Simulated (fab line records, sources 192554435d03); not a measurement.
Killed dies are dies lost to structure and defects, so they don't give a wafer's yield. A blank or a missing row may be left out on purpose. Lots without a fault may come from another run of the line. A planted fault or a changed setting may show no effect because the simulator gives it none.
fab line records | flow n5_finfet
record lots=9 wafers=27 last_day=19
route steps=1938 shown START@1 WELL_APT@45 PMOS_HMC_CHANNEL_EPI@71 BEOL_M4@1111 PASSIVATION@1936
lots that met no fault: from a run of the same line without faults
start_h: hours from the record's first day to the start of the lot's first wafer shown | wait_h: hours since the lot's step before | " the same as in the row above | L1.1+2: a row that stands for several wafers | - no value, or no start given | * or withheld: withheld | < > ~ a bound
route shown NAME@n: a module of which the file shows steps, and the number in the route of the first | usual: mean/standard deviation of fault-free wafers | same: alike in all rows | chamber/n: place in a boat | sites: the reading at each site | _std_site: their standard deviation | _edge_site: outer sites' mean less inner sites' | radius_mm: how far each site lies from the wafer's centre | mask NAME#n: copy n | behind: the tool/chamber that last shaped the wafer | hold: why the lot was held/for how many hours/how that ended | device: the transistor (n, p or np) that didn't switch | end of line: the same wafers' tests at the end of the route | a step without rows: its recipe alone | killed: dies lost to structure and defects at the first sort, not the wafer's yield | map: a wafer's dies, x killed, . not, _ none there
set.NAME: the setting as run; set.NAME@STEP: as run at that earlier step | model.NAME: the simulator's own value behind a step, which no gauge read
steps of the route over a sample of lots; a table a step, a row a wafer
services: from which hour (start_h, from the record's first day; less than 0 if before it) a tool's chamber was out of use, for how many hours, and why
## steps
# step N5_START_INSPECT_01
# recipe inspect_instrument=unpatterned_scan mode=incoming
# usual raw_defect_count=6/3.1
# columns lot.wafer tool chamber start_h wait_h raw_defect_count
L710.1 defect_inspect-01 - 18.03 - 7
L710.4 " - " " 3
L710.6 " - " " 6
L712.2 defect_inspect-01 - 30.03 - 7
L712.3 " - " " 3
L712.4 " - " " 7
L713.1 defect_inspect-02 - 36.03 - 8
L713.3 " - " " 8
L713.6 " - " " 3
L715.1 defect_inspect-02 - 48.03 - 5
L715.3 " - " " 11
L715.4 " - " " 8
L719.3 defect_inspect-01 - 72.03 - 8
L719.4 " - " " 16
L719.6 " - " " 25
L721.1 defect_inspect-02 - 84.03 - 5
L721.4 " - " " 13
L721.5 " - " " 5
L729.3 defect_inspect-01 - 132.03 - 5
L729.5 " - " " 3
L729.6 " - " " 7
L731.3 defect_inspect-02 - 144.04 - 5
L731.4 " - " " 4
L731.5 " - " " 7
L732.1 defect_inspect-02 - 150.03 - 4
L732.3 " - " " 8
L732.4 " - " " 8
# step N5_WELL_APT_INSPECT_27
# recipe mode=adi inspect_instrument=macro
# usual raw_defect_count=2.2/1.4
# columns lot.wafer tool chamber start_h wait_h raw_defect_count
L710.1 defect_inspect-02 - 21.14 0.0 1
L710.4 " - " " 5
L710.6 " - " " 4
L712.2 defect_inspect-02 - 33.19 0.0 0
L712.3 " - " " 2
L712.4 " - " " 3
L713.1 defect_inspect-02 - 40.63 0.0 1
L713.3 " - " " 2
L713.6 " - " " 2
L715.1 defect_inspect-02 - 51.17 0.0 2
L715.3 " - " " 2
L715.4 " - " " 3
L719.3 defect_inspect-02 - 74.99 0.0 1
L719.4 " - " " 4
L719.6 " - " " 2
L721.1 defect_inspect-01 - 86.99 0.0 1
L721.4 " - " " 0
L721.5 " - " " 1
L729.3 defect_inspect-02 - 135.11 0.0 2
L729.5 " - " " 2
L729.6 " - " " 2
L731.3 defect_inspect-01 - 146.86 0.0 2
L731.4 " - " " 3
L731.5 " - " " 3
L732.1 defect_inspect-02 - 152.88 0.0 2
L732.3 " - " " 2
L732.4 " - " " 0
# step N5_WELL_APT_IMPLANT_32
# recipe species=BF2 energy_kev=50 dose_cm2=2e+13 tilt_deg=0 rotation_deg=0
# usual dose_ions_cm2=2e+13/2.2e+10 end_station_pressure_torr=5.19e-06/2.7e-07 faraday_current_uA=255/5.1 rotation_deg=0.001/0.021 tilt_deg=0.000/0.018
# columns lot.wafer tool chamber start_h wait_h dose_ions_cm2 end_station_pressure_torr faraday_current_uA rotation_deg tilt_deg
L710.1 implanter-02 0 21.49 0.1 2.0014e+13 5.03e-06 256 0.028 0.022
L710.4 " 0 " " 1.9994e+13 4.88e-06 250 -0.011 0.019
L710.6 " 0 " " 2e+13 5.3e-06 246 -0.012 0.005
L712.2 implanter-01 0 33.54 0.1 1.9986e+13 5.52e-06 256 -0.015 0.014
L712.3 " 0 " " 1.9992e+13 5.27e-06 258 -0.019 0.013
L712.4 " 0 " " 1.9976e+13 5.62e-06 252 -0.002 0.016
L713.1 implanter-02 0 41.21 0.1 2.0011e+13 5.57e-06 248 0.021 0.017
L713.3 " 0 " " 2.0011e+13 5.24e-06 257 -0.010 0.016
L713.6 " 0 " " 2.0007e+13 4.79e-06 261 0.037 0.027
L715.1 implanter-01 0 51.48 0.1 1.9986e+13 5.62e-06 256 0.002 -0.035
L715.3 " 0 " " 1.9996e+13 5.03e-06 244 -0.017 -0.028
L715.4 " 0 " " 1.9985e+13 5.04e-06 249 0.029 -0.033
L719.3 implanter-01 0 75.36 0.1 3.875e+12 4.75e-06 50 -0.032 -0.021
L719.4 " 0 " " 3.902e+12 4.68e-06 49 -0.005 -0.017
L719.6 " 0 " " 3.875e+12 5.15e-06 50 -0.036 -0.028
L721.1 implanter-01 0 87.30 0.1 3.891e+12 4.87e-06 50 -0.035 -0.007
L721.4 " 0 " " 3.862e+12 5.23e-06 50 0.000 0.039
L721.5 " 0 " " 3.873e+12 4.96e-06 51 -0.023 0.000
L729.3 implanter-02 0 135.49 0.1 2.003e+13 5.16e-06 259 0.003 0.007
L729.5 " 0 " " 2.0041e+13 5.04e-06 248 0.020 -0.006
L729.6 " 0 " " 2.0053e+13 4.88e-06 265 -0.006 0.033
L731.3 implanter-02 0 147.23 0.1 1.9958e+13 5.25e-06 254 0.008 0.033
L731.4 " 0 " " 1.9978e+13 5.32e-06 267 -0.019 0.041
L731.5 " 0 " " 1.9962e+13 5.2e-06 251 0.001 0.013
L732.1 implanter-01 0 153.19 0.1 2.0023e+13 4.52e-06 247 0.004 0.002
L732.3 " 0 " " 2.0025e+13 5.09e-06 259 0.006 -0.014
L732.4 " 0 " " 1.9995e+13 5.01e-06 255 0.011 0.019
# step N5_PMOS_HMC_CHANNEL_EPI_STRIP_33
# recipe chemistry=N2/H2 power_w=500 temp_c=40 pressure_mtorr=50 rf_frequency_hz=6e+07 overash_fraction=0.3 bias_power_w=8 h2_frac=0.5 n2_flow_sccm=300 h2_flow_sccm=300
# usual drypump_motor_current_A=5.9/0.34 oes_product_au=0.77/0.094 rf_vpp_V=54.5/1.7 showerhead_plenum_p_Torr=3.39/0.12 throttle_valve_pct=18.96/0.25
# columns lot.wafer tool chamber start_h wait_h drypump_motor_current_A oes_product_au rf_hours_counter_h rf_vpp_V showerhead_plenum_p_Torr throttle_valve_pct
L710.1 rie_diel-02 1 23.72 0.0 5.7 0.68 220 58.0 3.45 18.91
L710.4 " 3 " " 6.3 0.68 239 53.0 3.18 19.38
L710.6 " 0 " " 5.5 0.78 - 56.5 3.51 19.04
L712.2 rie_diel-05 0 35.56 0.0 6.1 0.72 175 54.7 3.48 19.24
L712.3 " 3 " " 5.8 0.73 198 52.7 3.45 18.89
L712.4 " 2 " " 5.0 0.79 - 55.5 3.22 18.57
L713.1 rie_diel-02 3 43.44 0.0 6.3 0.67 246 55.0 3.18 19.37
L713.3 " 0 " " 5.5 0.77 126 52.9 3.50 19.04
L713.6 " 2 " " 6.2 0.70 - 52.7 3.36 18.83
L715.1 rie_diel-02 0 53.77 0.0 5.5 0.77 130 55.9 3.50 19.07
L715.3 " 2 " " 6.2 0.70 182 57.4 3.36 18.81
L715.4 " 3 " " 6.3 0.68 249 57.0 3.17 19.38
L719.3 rie_diel-01 1 77.53 0.0 5.8 0.71 221 56.5 3.48 19.35
L719.4 " 0 " " 6.3 0.90 22 53.9 3.45 19.06
L719.6 " 3 " " 5.9 0.90 - 55.4 3.41 18.59
L721.1 rie_diel-02 1 89.40 0.0 5.7 0.67 241 54.8 3.44 19.00
L721.4 " 2 " " 6.2 0.70 192 54.0 3.35 18.81
L721.5 " 3 " " 6.3 0.99 - 55.0 3.58 18.99
L729.3 rie_diel-02 2 137.58 0.0 6.2 0.70 201 57.2 3.35 18.86
L729.5 " 1 " " 5.7 0.66 - 55.3 3.44 18.97
L729.6 " 2 " " 6.2 0.70 - 53.3 3.35 18.85
L731.3 rie_diel-05 2 149.22 0.0 5.1 0.75 162 55.0 3.20 18.62
L731.4 " 3 " " 5.8 0.70 - 54.1 3.44 18.95
L731.5 " 0 " " 6.1 0.70 - 53.4 3.46 19.33
L732.1 rie_diel-05 1 155.46 0.0 6.0 0.78 126 56.4 3.35 18.66
L732.3 " 0 " " 6.1 0.69 207 54.9 3.46 19.33
L732.4 " 2 " " 5.1 0.75 164 53.6 3.20 18.60
# step N5_BEOL_M4_RC_MEAS_101
# usual CJ_N=4.32/0.1 DIBL_N=36.0/2.2 DIBL_P=36.2/2.4 IOFF_N=0.16/0.035 IOFF_N_85C=3.1/0.57 IOFF_N_LIN=0.073/0.013 IOFF_N_LONG=5.49e-05/1.8e-06 IOFF_P=0.21/0.037 ION_N=672/13 ION_P=461/7 RS_PWELL=3005/24 SS_N=71.4/0.69 SS_P=73.2/0.75 VT_N=250/3.4 VT_P=-251/3
# columns lot.wafer tool chamber start_h wait_h CJ_N DIBL_N[mV/V] DIBL_P[mV/V] IOFF_N[nA/um] IOFF_N_85C[nA/um] IOFF_N_LIN[nA/um] IOFF_N_LONG[nA/um] IOFF_P[nA/um] ION_N[uA/um] ION_P[uA/um] RS_PWELL[ohm/sq] SS_N[mV/dec] SS_P[mV/dec] VT_N[mV] VT_P[mV]
L710.1 prober-02 0 207.70 0.0 4.40 33.4 33.8 0.13 2.6 0.063 5.62e-05 0.17 678 460 2974 70.8 72.1 252 -251
L710.4 " 0 " " 4.17 30.8 32.2 0.10 2.1 0.052 5.47e-05 0.16 659 462 2999 70.2 72.1 257 -254
L710.6 " 0 " " 4.35 33.7 34.7 0.14 2.9 0.068 5.56e-05 0.19 679 465 2970 70.8 72.4 249 -253
L712.2 prober-01 0 207.96 0.3 4.36 37.4 36.8 0.14 2.9 0.068 5.4e-05 0.21 676 465 3008 71.4 73.0 254 -247
L712.3 " 0 " " 4.23 36.3 36.0 0.13 2.6 0.063 5.27e-05 0.20 670 468 2992 71.3 72.5 252 -250
L712.4 " 0 " " 4.27 33.0 32.4 0.09 1.8 0.045 5.33e-05 0.15 649 456 2997 70.2 72.0 257 -251
L713.1 prober-02 0 232.31 0.0 4.16 34.8 35.5 0.14 2.7 0.067 5.51e-05 0.20 672 463 3034 70.9 73.6 252 -252
L713.3 " 0 " " 4.23 34.9 35.1 0.14 2.8 0.069 5.56e-05 0.20 666 462 3016 70.7 72.9 251 -248
L713.6 " 0 " " 4.18 33.5 34.3 0.12 2.5 0.061 5.48e-05 0.18 661 457 3050 70.3 72.7 254 -251
L715.1 prober-01 0 235.09 0.0 4.32 35.2 34.8 0.14 2.7 0.066 5.2e-05 0.18 665 455 2998 71.1 72.2 253 -255
L715.3 " 0 " " 4.11 32.3 32.9 0.11 2.2 0.056 5.15e-05 0.16 655 454 2981 70.3 71.8 254 -252
L715.4 " 0 " " 4.19 35.6 36.0 0.14 2.8 0.068 5.25e-05 0.19 667 461 2989 71.0 72.8 251 -254
L719.3 prober-02 0 264.73 0.3 1.98 52.9 32.1 1.36 18.5 0.115 4.97e-05 0.18 685 458 3181 92.9 72.2 249 -250
L719.4 " 0 " " 1.98 57.6 35.7 2.21 27.7 0.155 4.9e-05 0.24 694 470 3144 97.1 73.2 242 -246
L719.6 " 0 " " 1.95 44.9 32.3 0.57 8.9 0.088 4.92e-05 0.18 682 460 3166 82.0 72.5 249 -248
L721.1 prober-02 0 271.14 0.0 1.91 46.7 37.7 0.56 8.9 0.107 4.98e-05 0.22 681 463 3117 80.4 74.5 247 -251
L721.4 " 0 " " 1.87 48.4 37.5 0.71 10.9 0.110 4.88e-05 0.22 686 457 3135 82.7 73.8 248 -249
L721.5 " 0 " " 1.94 55.7 40.8 1.70 22.5 0.172 4.94e-05 0.28 711 470 3126 89.3 74.1 240 -248
L729.3 prober-01 0 316.21 0.3 4.41 36.3 35.8 0.16 3.1 0.073 5.73e-05 0.18 681 460 2990 71.5 72.7 248 -254
L729.5 " 0 " " 4.37 36.5 36.5 0.16 3.1 0.074 5.56e-05 0.19 684 460 2953 71.9 73.1 253 -252
L729.6 " 0 " " 4.43 39.1 39.1 0.21 3.9 0.090 5.72e-05 0.23 696 462 2991 71.9 73.3 245 -251
L731.3 prober-02 0 338.34 0.3 4.19 37.0 38.6 0.19 3.6 0.087 5.69e-05 0.23 689 460 2970 71.7 74.1 247 -250
L731.4 " 0 " " 4.29 37.4 39.4 0.20 3.9 0.091 5.83e-05 0.23 696 470 2959 72.3 73.4 247 -251
L731.5 " 0 " " 4.20 35.2 37.4 0.17 3.3 0.080 5.67e-05 0.21 681 468 2967 71.6 73.8 250 -251
L732.1 prober-01 0 341.10 0.0 4.27 36.0 35.5 0.14 2.8 0.069 5.49e-05 0.20 676 466 3022 70.8 73.0 251 -249
L732.3 " 0 " " 4.29 37.5 37.4 0.18 3.3 0.081 5.56e-05 0.24 682 473 3026 71.7 73.2 249 -247
L732.4 " 0 " " 4.27 36.2 36.2 0.16 2.9 0.074 5.61e-05 0.21 678 466 3024 71.3 73.0 250 -248
# step N5_PASSIVATION_PROBE_49
# usual defect_limited_yield=91.2/1.4 killed_at_M0_to_M3=34/9.4 killed_at_M4_up=14/5.6 killed_at_contacts=13/7.8 killed_at_front_end=37/10 killed_at_other=4/3.3 killed_dies=103/17 killed_open=68/13 killed_short=33/8.2 sort_bin_4_leakage=0.00/0.0071 sort_bin_5_function=5.1/0.92 sort_bin_6_memory=3.3/0.71 sort_bin_8_speed=0.01/0.043 sort_n_pass=1077/17
# same gross_dies=1180 killed_at_back_side=0
# columns lot.wafer tool chamber start_h wait_h defect_limited_yield[%] killed_at_M0_to_M3 killed_at_M4_up killed_at_contacts killed_at_front_end killed_at_other killed_dies killed_open killed_short sort_bin_4_leakage[%] sort_bin_5_function[%] sort_bin_6_memory[%] sort_bin_8_speed[%] sort_n_pass
L712.2 prober-02 - 309.09 0.1 91.9 11 16 30 36 3 96 71 25 0 5.2 2.9 0 1084
L712.3 prober-02 - 309.14 0.1 88.6 39 23 21 42 9 134 88 46 0 7.0 4.0 0 1046
L712.4 prober-02 - 309.19 0.2 90.1 46 6 14 50 1 117 66 50 0 6.4 3.2 0 1063
L710.1 prober-02 - 318.06 0.0 90.9 32 13 10 50 2 107 62 45 0 5.0 3.6 0 1073
L710.4 prober-02 - 318.21 0.2 92.3 32 18 1 40 0 91 65 26 0 4.2 3.4 0 1089
L710.6 prober-02 - 318.31 0.3 91.6 31 13 8 46 1 99 64 35 0 5.6 2.5 0 1081
L713.1 prober-01 - 333.99 0.0 93.6 25 12 8 29 1 75 45 26 0 4.1 2.1 0 1105
L713.3 prober-01 - 334.09 0.1 90.1 24 15 24 51 3 117 81 28 0 5.1 4.2 0 1063
L713.6 prober-01 - 334.24 0.3 89.8 39 27 19 31 4 120 75 37 0 5.8 3.5 0 1060
L715.1 prober-01 - 338.14 0.0 89.8 52 20 7 40 1 120 87 32 0 5.6 4.3 0 1060
L715.3 prober-01 - 338.24 0.1 90.4 52 18 6 32 5 113 71 42 0 5.6 3.6 0 1067
L715.4 prober-01 - 338.29 0.2 90.6 51 13 6 40 1 111 79 32 0 5.1 4.1 0 1069
L719.3 prober-02 - 372.64 0.1 91.0 54 10 16 25 1 106 68 33 91.02 5.3 3.1 0 0
L719.4 prober-02 - 372.69 0.2 92.3 36 10 10 34 1 91 60 30 92.29 4.5 3.1 0 0
L719.6 prober-02 - 372.79 0.3 93.1 34 12 13 20 3 82 60 20 66.36 4.1 2.6 0 315
L721.1 prober-01 - 381.59 0.0 93.1 14 9 20 36 2 81 45 22 72.37 3.1 2.5 0 245
L721.4 prober-01 - 381.74 0.2 92.6 35 10 23 19 0 87 61 24 91.10 3.6 3.4 0.17 18
L721.5 prober-01 - 381.79 0.2 93.1 26 6 11 30 8 81 47 33 93.14 3.2 3.3 0.08 0
L729.3 prober-01 - 435.06 0.1 91.0 25 25 13 33 10 106 79 26 0 5.1 3.8 0 1074
L729.5 prober-01 - 435.16 0.2 91.4 38 14 18 29 2 101 74 24 0 4.7 3.5 0 1079
L729.6 prober-01 - 435.21 0.3 92.0 26 17 20 30 1 94 73 20 0 4.3 3.3 0 1086
L732.1 prober-02 - 441.01 0.1 90.8 39 12 9 44 4 108 81 24 0 5.1 3.6 0 1072
L732.3 prober-02 - 441.11 0.2 93.9 22 11 5 31 3 72 47 22 0 3.2 2.7 0.08 1108
L732.4 prober-02 - 441.16 0.3 91.3 43 18 7 33 2 103 68 33 0 4.6 3.7 0 1077
L731.3 prober-02 - 452.61 0.1 91.1 41 21 11 29 3 105 63 35 0 5.0 3.1 0 1075
L731.4 prober-02 - 452.66 0.2 90.7 35 29 11 35 0 110 82 27 0 5.1 4.0 0 1070
L731.5 prober-02 - 452.71 0.2 91.4 25 13 8 52 4 102 71 25 0 4.2 3.7 0 1078
# killed by level:class
L712.2 MOL_CONTACT_COAG:geometric_particle:open=22 STI_FIN_REVEAL:geometric_particle:open=14 FIN_SAQP:geometric_particle:open=9 MOL_CONTACT_COAG:geometric_particle:short=8 BEOL_M4:geometric_particle:open=7 BEOL_M7:geometric_particle:open=4 GATE_CUT:geometric_particle:short=3 FIN_SAQP:geometric_particle:short=3
L712.3 MOL_CONTACT_COAG:geometric_particle:open=19 BEOL_M0_SAQP:geometric_particle:open=13 BEOL_M0_SAQP:geometric_particle:short=10 FIN_SAQP:geometric_particle:short=9 FIN_SAQP:geometric_particle:open=9 STI_FIN_REVEAL:geometric_particle:open=9 BEOL_M4:geometric_particle:open=9 BEOL_M2:geometric_particle:open=6
L712.4 FIN_SAQP:geometric_particle:short=18 BEOL_M0_SAQP:geometric_particle:open=13 MOL_CONTACT_COAG:geometric_particle:open=10 BEOL_M0_SAQP:geometric_particle:short=9 BEOL_M2:geometric_particle:open=9 STI_FIN_REVEAL:geometric_particle:open=8 BEOL_M3:geometric_particle:open=6 BEOL_M1:geometric_particle:open=5
L710.1 STI_FIN_REVEAL:geometric_particle:open=13 BEOL_M3:geometric_particle:open=10 MOL_CONTACT_COAG:geometric_particle:open=9 ILD0:geometric_particle:short=7 STARTING-WAFER:geometric_particle:short=5 FIN_SAQP:geometric_particle:short=4 BEOL_M0:geometric_particle:open=4 BEOL_M0_SAQP:geometric_particle:short=4
L710.4 STI_FIN_REVEAL:geometric_particle:open=14 BEOL_M1:geometric_particle:open=7 BEOL_M2:geometric_particle:open=7 BEOL_M5:geometric_particle:open=7 DUMMY_GATE:geometric_particle:open=6 BEOL_M3:geometric_particle:open=6 STI_FIN_REVEAL:geometric_particle:short=5 BEOL_M3:geometric_particle:short=5
L710.6 STI_FIN_REVEAL:geometric_particle:open=17 BEOL_M0_SAQP:geometric_particle:short=12 MOL_CONTACT_COAG:geometric_particle:open=6 FIN_SAQP:geometric_particle:short=5 STI_FIN_REVEAL:geometric_particle:short=5 BEOL_M0_SAQP:geometric_particle:open=5 BEOL_M7:geometric_particle:open=4 BEOL_M0:geometric_particle:open=4
L713.1 GATE_CUT:geometric_particle:open=7 MOL_CONTACT_COAG:geometric_particle:open=6 FIN_SAQP:geometric_particle:open=5 BEOL_M1:geometric_particle:open=5 BEOL_M3:geometric_particle:open=5 BEOL_M4:geometric_particle:open=5 BEOL_M0_SAQP:geometric_particle:short=4 STARTING-WAFER:geometric_particle:short=4
L713.3 MOL_CONTACT_COAG:geometric_particle:open=21 FIN_SAQP:geometric_particle:open=15 GATE_CUT:geometric_particle:short=8 BEOL_M0_SAQP:geometric_particle:open=7 BEOL_M3:geometric_particle:open=6 STI_FIN_REVEAL:geometric_particle:open=5 HKMG_FIN:area_etch=5 STARTING-WAFER:geometric_particle:open=4
L713.6 MOL_CONTACT_COAG:geometric_particle:open=17 BEOL_M3:geometric_particle:open=9 BEOL_M0_SAQP:geometric_particle:open=8 BEOL_M4:geometric_particle:short=7 BEOL_M4:geometric_particle:open=6 DUMMY_GATE:geometric_particle:open=6 HKMG_FIN:area_etch=6 FIN_SAQP:geometric_particle:open=5
L715.1 BEOL_M2:geometric_particle:open=18 STI_FIN_REVEAL:geometric_particle:open=17 BEOL_M4:geometric_particle:open=13 BEOL_M0_SAQP:geometric_particle:open=11 STI_FIN_REVEAL:geometric_particle:short=9 MOL_CONTACT_COAG:geometric_particle:open=6 BEOL_M2:geometric_particle:short=6 BEOL_M3:geometric_particle:open=6
L715.3 BEOL_M4:geometric_particle:open=13 BEOL_M0_SAQP:geometric_particle:open=10 BEOL_M3:geometric_particle:open=9 BEOL_M0_SAQP:geometric_particle:short=8 BEOL_M1:geometric_particle:open=8 BEOL_M2:geometric_particle:open=8 FIN_SAQP:geometric_particle:short=6 MOL_CONTACT_COAG:geometric_particle:open=5
L715.4 STI_FIN_REVEAL:geometric_particle:open=18 BEOL_M2:geometric_particle:open=13 FIN_SAQP:geometric_particle:open=11 BEOL_M1:geometric_particle:open=10 BEOL_M2:geometric_particle:short=8 BEOL_M3:geometric_particle:open=7 BEOL_M4:geometric_particle:open=6 MOL_CONTACT_COAG:geometric_particle:open=5
L719.3 BEOL_M3:geometric_particle:open=18 BEOL_M0_SAQP:geometric_particle:short=17 MOL_CONTACT_COAG:geometric_particle:open=15 BEOL_M0_SAQP:geometric_particle:open=6 GATE_CUT:geometric_particle:short=5 GATE_CUT:geometric_particle:open=4 BEOL_M3:geometric_particle:short=4 BEOL_M6:geometric_particle:open=4
L719.4 MOL_CONTACT_COAG:geometric_particle:open=8 BEOL_M3:geometric_particle:open=8 BEOL_M0_SAQP:geometric_particle:short=7 BEOL_M0_SAQP:geometric_particle:open=6 STI_FIN_REVEAL:geometric_particle:open=5 STARTING-WAFER:geometric_particle:open=5 GATE_CUT:geometric_particle:open=4 BEOL_M2:geometric_particle:open=4
L719.6 MOL_CONTACT_COAG:geometric_particle:open=12 BEOL_M0_SAQP:geometric_particle:open=9 BEOL_M3:geometric_particle:open=8 FIN_SAQP:geometric_particle:open=5 BEOL_M2:geometric_particle:open=5 BEOL_M1:geometric_particle:open=4 BEOL_M6:geometric_particle:open=4 ILD0:geometric_particle:short=3
L721.1 MOL_CONTACT_COAG:geometric_particle:open=16 HKMG_FIN:area_etch=12 BEOL_M3:geometric_particle:open=6 BEOL_M4:geometric_particle:open=5 MOL_CONTACT_COAG:geometric_particle:short=4 DUMMY_GATE:geometric_particle:open=3 ILD0:geometric_particle:short=3 GATE_CUT:geometric_particle:short=3
L721.4 MOL_CONTACT_COAG:geometric_particle:open=20 BEOL_M2:geometric_particle:open=8 BEOL_M0_SAQP:geometric_particle:short=7 BEOL_M0_SAQP:geometric_particle:open=5 BEOL_M3:geometric_particle:open=5 BEOL_M1:geometric_particle:open=4 BEOL_M4:geometric_particle:open=4 STI_FIN_REVEAL:geometric_particle:short=3
L721.5 MOL_CONTACT_COAG:geometric_particle:open=9 FIN_SAQP:geometric_particle:short=7 FIN_SAQP:geometric_particle:open=7 BEOL_M0_SAQP:geometric_particle:short=7 BEOL_M0_SAQP:geometric_particle:open=5 ILD0:geometric_particle:open=4 MIM_TOP_ETCH:geometric_particle:short=4 BEOL_M2:geometric_particle:open=3
L729.3 MOL_CONTACT_COAG:geometric_particle:open=13 BEOL_M4:geometric_particle:open=8 BEOL_M3:geometric_particle:open=8 BEOL_M6:geometric_particle:open=8 FIN_SAQP:geometric_particle:open=6 BEOL_M2:geometric_particle:open=6 FIN_SAQP:geometric_particle:short=5 BEOL_M1:geometric_particle:open=5
L729.5 MOL_CONTACT_COAG:geometric_particle:open=16 BEOL_M2:geometric_particle:open=12 BEOL_M1:geometric_particle:open=11 STI_FIN_REVEAL:geometric_particle:open=7 FIN_SAQP:geometric_particle:open=6 BEOL_M4:geometric_particle:open=6 BEOL_M0_SAQP:geometric_particle:short=5 BEOL_M4:geometric_particle:short=4
L729.6 MOL_CONTACT_COAG:geometric_particle:open=18 FIN_SAQP:geometric_particle:open=11 BEOL_M4:geometric_particle:open=10 BEOL_M2:geometric_particle:open=10 STARTING-WAFER:geometric_particle:open=4 BEOL_M1:geometric_particle:open=4 DUMMY_GATE:geometric_particle:open=3 SPACER0:geometric_particle:short=3
L732.1 STI_FIN_REVEAL:geometric_particle:open=13 BEOL_M2:geometric_particle:open=11 FIN_SAQP:geometric_particle:open=8 MOL_CONTACT_COAG:geometric_particle:open=7 BEOL_M1:geometric_particle:open=7 BEOL_M0_SAQP:geometric_particle:open=6 FIN_SAQP:geometric_particle:short=5 DUMMY_GATE:geometric_particle:open=5
L732.3 FIN_SAQP:geometric_particle:short=8 STI_FIN_REVEAL:geometric_particle:open=8 DUMMY_GATE:geometric_particle:open=7 BEOL_M4:geometric_particle:open=6 BEOL_M2:geometric_particle:open=5 MOL_CONTACT_COAG:geometric_particle:open=4 BEOL_M1:geometric_particle:short=4 BEOL_M0:geometric_particle:open=3
L732.4 BEOL_M4:geometric_particle:open=13 BEOL_M3:geometric_particle:open=12 BEOL_M2:geometric_particle:open=10 FIN_SAQP:geometric_particle:short=7 BEOL_M1:geometric_particle:short=6 BEOL_M1:geometric_particle:open=6 STARTING-WAFER:geometric_particle:open=5 DUMMY_GATE:geometric_particle:open=4
L731.3 BEOL_M2:geometric_particle:open=11 MOL_CONTACT_COAG:geometric_particle:open=9 BEOL_M0_SAQP:geometric_particle:short=9 FIN_SAQP:geometric_particle:short=8 BEOL_M4:geometric_particle:open=8 BEOL_M0_SAQP:geometric_particle:open=6 BEOL_M3:geometric_particle:open=6 HKMG_FIN:area_etch=6
L731.4 BEOL_M2:geometric_particle:open=13 BEOL_M4:geometric_particle:open=12 STI_FIN_REVEAL:geometric_particle:open=11 MOL_CONTACT_COAG:geometric_particle:open=8 BEOL_M6:geometric_particle:open=8 BEOL_M1:geometric_particle:open=6 BEOL_M0_SAQP:geometric_particle:open=6 GATE_CUT:geometric_particle:short=5
L731.5 STI_FIN_REVEAL:geometric_particle:open=17 BEOL_M2:geometric_particle:open=13 GATE_CUT:geometric_particle:short=9 MOL_CONTACT_COAG:geometric_particle:open=7 FIN_SAQP:geometric_particle:short=6 HKMG_FIN:area_etch=6 FIN_SAQP:geometric_particle:open=4 BEOL_M3:geometric_particle:open=4
## services
# columns tool chamber start_h hours kind
implanter-02 - 31.70 2.0 repair
rie_diel-05 1 32.75 9.0 repair
rie_diel-02 3 58.21 - clean
rie_diel-02 3 58.21 - consumable_replace:focus_ring
rie_diel-02 3 58.21 - consumable_replace:showerhead
rie_diel-02 3 58.21 20.1 scheduled_down
rie_diel-02 3 58.21 20.1 vent_cycle
rie_diel-01 3 78.87 5.7 repair
implanter-01 - 107.93 3.3 pm
rie_diel-05 1 109.28 4.8 repair
rie_diel-02 1 138.98 - clean
rie_diel-02 1 138.98 - consumable_replace:focus_ring
rie_diel-02 1 138.98 11.9 scheduled_down
rie_diel-02 1 138.98 11.9 vent_cycle
rie_diel-05 1 140.73 9.1 repair
rie_diel-01 3 144.44 4.0 repair
## key
first_sign step=N5_WELL_APT_IMPLANT_32 reading=dose_ions_cm2 direction=down sigmas=99+ usual=2e+13 struck=3.88e+12
effect step=N5_WELL_APT_IMPLANT_32 reading=faraday_current_uA direction=down sigmas=40 usual=255 struck=50
effect step=N5_BEOL_M4_RC_MEAS_101 reading=IOFF_N direction=up sigmas=29 usual=0.16 struck=1.18
effect step=N5_BEOL_M4_RC_MEAS_101 reading=CJ_N direction=down sigmas=24 usual=4.32 struck=1.94
effect step=N5_BEOL_M4_RC_MEAS_101 reading=SS_N direction=up sigmas=23 usual=71.4 struck=87.4
effect step=N5_BEOL_M4_RC_MEAS_101 reading=IOFF_N_85C direction=up sigmas=23 usual=3.1 struck=16.2
effect step=N5_BEOL_M4_RC_MEAS_101 reading=DIBL_N direction=up sigmas=6.9 usual=36.0 struck=51.0
effect step=N5_BEOL_M4_RC_MEAS_101 reading=RS_PWELL direction=up sigmas=5.8 usual=3005 struck=3145
effect step=N5_BEOL_M4_RC_MEAS_101 reading=IOFF_N_LIN direction=up sigmas=3.9 usual=0.073 struck=0.125
effect step=N5_BEOL_M4_RC_MEAS_101 reading=IOFF_N_LONG direction=down sigmas=3.1 usual=5.49e-05 struck=4.93e-05
effect step=N5_BEOL_M4_RC_MEAS_101 reading=ION_N direction=up sigmas=1.4 usual=672 struck=690
effect step=N5_PASSIVATION_PROBE_49 reading=sort_bin_4_leakage direction=up sigmas=99+ usual=0.00 struck=84.38
met_at N5_WELL_APT_IMPLANT_32
struck_lots L719,L721
baseline_loss step=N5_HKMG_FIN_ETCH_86 wafers=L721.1
not_acting_at N5_START_INSPECT_01,N5_WELL_APT_INSPECT_27,N5_PMOS_HMC_CHANNEL_EPI_STRIP_33
onset_between 51.48 75.36
fault kind=process_parameter_drift tool=implanter-01 chamber=- onset_h=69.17 steps=N5_WELL_APT_IMPLANT_32 channel=dose_cm2 offset=-1.6114e+13 shape=step end_h=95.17 acts_in=these_recipes_only stated=2e+13
# baseline_loss: these wafers lose ten dies or more at that step, a loss of the line's own and not of a fault; the sort's usual values leave them out
